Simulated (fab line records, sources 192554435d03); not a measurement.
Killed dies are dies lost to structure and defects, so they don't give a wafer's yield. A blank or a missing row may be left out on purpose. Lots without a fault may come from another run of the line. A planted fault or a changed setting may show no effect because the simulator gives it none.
Split-lot experiment | flow n5_finfet | 7 lots, 21 wafers read, on a route of 1938 steps

THE SPLIT
At N5_MOL_CONTACT_COAG_EXPOSE_05 (exposes mask CA, defocus 0 nm), the setting dose_mj was moved away from the recipe's 38.25 on 8 of the 21 wafers read, by -6.5% to +5.5%. The other wafers ran this setting at the recipe's value.

FROM THE SPLIT TO THE READING: what the file shows between them, 2 steps
- N5_MOL_CONTACT_COAG_PEB_06: peb time 60 s
- N5_MOL_CONTACT_COAG_DEVELOP_07: develop time 30 s

THE READING
cd_nm, in nm, at N5_MOL_CONTACT_COAG_CD_MEAS_08 (target cd 28 nm). Fault-free wafers of this fab line usually give 27.96 nm, standard deviation 0.21 nm.

wafer  | tool, chamber at the split | dose_mj as run | against the recipe | cd_nm, nm | against lot-mates on the recipe
L076.2 | euv_scanner-01, 0          | 40.34          | +5.5%              | 28.54     | +0.52
L076.3 | euv_scanner-01, 0          | 38.25          | recipe             | 28.03     | -
L076.4 | euv_scanner-01, 0          | 38.25          | recipe             | 28.00     | -
L078.2 | euv_scanner-01, 0          | 38.25          | recipe             | 27.94     | -
L078.3 | euv_scanner-01, 0          | 38.25          | recipe             | 28.23     | -
L078.5 | euv_scanner-01, 0          | 38.25          | recipe             | 28.17     | -
L080.1 | euv_scanner-02, 0          | 37.52          | -1.9%              | 27.83     | no lot-mate on the recipe
L080.2 | euv_scanner-02, 0          | 37.52          | -1.9%              | 27.68     | no lot-mate on the recipe
L080.3 | euv_scanner-02, 0          | 37.52          | -1.9%              | 27.60     | no lot-mate on the recipe
L083.1 | euv_scanner-02, 0          | 38.25          | recipe             | 27.85     | -
L083.3 | euv_scanner-02, 0          | 38.25          | recipe             | 27.94     | -
L083.6 | euv_scanner-02, 0          | 38.25          | recipe             | 27.56     | -
L084.2 | euv_scanner-02, 0          | 39.82          | +4.1%              | 28.79     | +0.65
L084.3 | euv_scanner-02, 0          | 38.25          | recipe             | 28.14     | -
L084.4 | euv_scanner-02, 0          | 39.82          | +4.1%              | 28.90     | +0.76
L086.2 | euv_scanner-02, 0          | 38.25          | recipe             | 28.03     | -
L086.4 | euv_scanner-02, 0          | 35.76          | -6.5%              | 26.58     | -1.45
L086.6 | euv_scanner-02, 0          | 35.76          | -6.5%              | 26.41     | -1.62
L097.3 | euv_scanner-02, 0          | 38.25          | recipe             | 28.07     | -
L097.5 | euv_scanner-02, 0          | 38.25          | recipe             | 28.12     | -
L097.6 | euv_scanner-02, 0          | 38.25          | recipe             | 28.13     | -

THE FIT
A straight line over all 21 wafers: cd_nm changes by +0.195 nm for each +1% of dose_mj; r = +0.94; the points scatter about the line by 0.21 nm.
The same after taking each lot's own level away (the mean of its wafers on the recipe; 18 wafers): +0.193 nm for each +1%; r = +0.96; scatter 0.18 nm.
On that fit, the largest move of dose_mj shifts the reading by 1.3 nm.
The lots' own levels span 27.783 to 28.140 nm, that is 1.7 times the standard deviation above.
So the lot-to-lot level changes the slope little: the two slopes agree.
Check: with one of the wafers moved furthest among these (-6.5%) left out of the fit, the line predicts -1.27 nm for it against its lot-mates. It came out at -1.45 nm against them.

OTHER SPLITS ON THESE WAFERS
These wafers also went through other splits before the reading. Each is held against what the fit with the lots' levels taken away leaves over:
other split on the same wafers | wafers away from the commonest value | r with cd_nm (lot level and that fit taken away)
N5_HKMG_FIN_EXPOSE_46 dose_mj  | 8                                    | +0.21

THE WHOLE CHAIN: every reading that the file lists as answering this split, in the file's order
step                           | what it does                                                | reading                                                                        | change (the file's fit)               | r (the file's)
N5_MOL_CONTACT_COAG_CD_MEAS_08 | target cd 28 nm                                             | cd_nm                                                                          | +0.177 nm for each +1% of the setting | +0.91
N5_MOL_CONTACT_COAG_ETCH_59    | etches underlayer in N2/H2, target depth 13 nm, time 10.4 s | MOL_CONTACT_COAG.cd_offset_nm (the simulator's own value, which no gauge read) | +0.173 nm for each +1% of the setting | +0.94
N5_MOL_CONTACT_COAG_ETCH_105   | etches SiARC in CF4, target depth 15.6 nm, time 26 s        | MOL_CONTACT_COAG.cd_offset_nm (the simulator's own value, which no gauge read) | +0.194 nm for each +1% of the setting | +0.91

THE FILE'S OWN FIT
cd_nm changes by +0.177 nm for each +1% of dose_mj, r = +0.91.
